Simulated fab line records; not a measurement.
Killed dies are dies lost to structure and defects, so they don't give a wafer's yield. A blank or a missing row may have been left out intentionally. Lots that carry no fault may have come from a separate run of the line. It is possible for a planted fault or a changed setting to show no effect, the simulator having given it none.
Chamber matching -- flow n5_finfet -- N5_MOL_CONTACT_COAG_STRIP_98 on rie_diel-05 has 4 sister chambers
The step strips in N2/H2. 4 wafers are shown with their chamber, then 10 later ones without.

== WAFERS PAIRED WITH THEIR CHAMBERS ==
wafer,chamber,drypump_motor_current_A (A)
L088.1,0,5.5
L088.5,3,6.3
L092.1,1,5.4
L092.3,2,5.8

== WAFERS WITH NO CHAMBER GIVEN ==
wafer,drypump_motor_current_A (A)
L092.5,5.6
L093.3,5.4
L093.5,5.5
L093.6,5.8
L095.2,5.6
L095.5,5.5
L095.6,6.3
L097.2,5.4
L097.4,5.8
L097.6,5.4

== WHICH CHAMBER EACH ONE RAN IN ==
wafer,from the rows above,in truth
L092.5,0,0
L093.3,1,1
L093.5,0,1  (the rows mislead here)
L093.6,2,2
L095.2,0,0
L095.5,0,0
L095.6,3,3
L097.2,1,1
L097.4,2,2
L097.6,1,1
Correct placement for 9 of the 10. From these rows, 0 cannot be placed. 1 placed wrongly.
How it was worked out, from the rows above alone: a wafer's distance from a chamber is the root of the sum, over the readings, of the square of ((its reading less the chamber's mean) divided by the reading's scatter). The wafer belongs to the nearest chamber; if the next one is less than 2 further off, it can't be placed. For every chamber, the mean is computed from those of its wafers that are shown. The scatter: with one shown wafer a chamber, the root of the mean of the squares of how far each hidden wafer lies from its nearest shown one.
